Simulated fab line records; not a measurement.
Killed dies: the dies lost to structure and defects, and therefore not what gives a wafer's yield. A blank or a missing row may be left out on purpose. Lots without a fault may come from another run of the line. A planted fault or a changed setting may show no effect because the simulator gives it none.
Matching of chambers || flow n5Finfet || rieDiel-03 running N5_BEOL_M15_ETCH_57: 4 sister chambers
The step etches SOC in N2/H2, time 750 s. 4 wafers are shown with their chamber, then 12 later ones without.

## WAFERS PAIRED WITH THEIR CHAMBERS
{"wafer": "L091.4", "chamber": 2, "throttleValvePct (%)": 17.50}
{"wafer": "L091.6", "chamber": 3, "throttleValvePct (%)": 18.10}
{"wafer": "L092.4", "chamber": 1, "throttleValvePct (%)": 17.43}
{"wafer": "L092.5", "chamber": 0, "throttleValvePct (%)": 17.98}

## WAFERS WHOSE CHAMBER IS MISSING
{"wafer": "L094.1", "throttleValvePct (%)": 17.41}
{"wafer": "L094.5", "throttleValvePct (%)": 17.61}
{"wafer": "L094.6", "throttleValvePct (%)": 17.50}
{"wafer": "L095.1", "throttleValvePct (%)": 17.59}
{"wafer": "L095.2", "throttleValvePct (%)": 17.53}
{"wafer": "L095.3", "throttleValvePct (%)": 17.96}
{"wafer": "L095.4", "throttleValvePct (%)": 17.42}
{"wafer": "L095.5", "throttleValvePct (%)": 17.53}
{"wafer": "L095.6", "throttleValvePct (%)": 17.60}
{"wafer": "L093.1", "throttleValvePct (%)": 17.51}
{"wafer": "L093.4", "throttleValvePct (%)": 17.44}
{"wafer": "L093.6", "throttleValvePct (%)": 17.44}

## EACH ONE'S CHAMBER
{"wafer": "L094.1", "from the rows above": "can't be placed: 1 or 2", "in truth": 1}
{"wafer": "L094.5", "from the rows above": "can't be placed: 2 or 1", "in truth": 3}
{"wafer": "L094.6", "from the rows above": "can't be placed: 2 or 1", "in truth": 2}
{"wafer": "L095.1", "from the rows above": "can't be placed: 2 or 1", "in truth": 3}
{"wafer": "L095.2", "from the rows above": "can't be placed: 2 or 1", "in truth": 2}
{"wafer": "L095.3", "from the rows above": 0, "in truth": 0}
{"wafer": "L095.4", "from the rows above": "can't be placed: 1 or 2", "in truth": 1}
{"wafer": "L095.5", "from the rows above": "can't be placed: 2 or 1", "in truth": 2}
{"wafer": "L095.6", "from the rows above": "can't be placed: 2 or 1", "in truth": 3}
{"wafer": "L093.1", "from the rows above": "can't be placed: 2 or 1", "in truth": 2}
{"wafer": "L093.4", "from the rows above": "can't be placed: 1 or 2", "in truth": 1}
{"wafer": "L093.6", "from the rows above": "can't be placed: 1 or 2", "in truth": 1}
Correctly placed: 1 of 12. Cannot be placed on the basis of these rows: 11; the candidates contain the true chamber in 8. Wrongly placed: 0.
How it was worked out, from the rows above alone: a wafer's distance from a chamber is the root of the sum, over the readings, of the square of ((its reading less the chamber's mean) divided by the reading's scatter). The wafer belongs to the nearest chamber; if the next one is less than 2 further off, it can't be placed. Each chamber's mean is taken over the wafers shown for it. The scatter (one wafer shown for each chamber): square how far every hidden wafer sits from the nearest shown wafer, average those squares and take the square root.
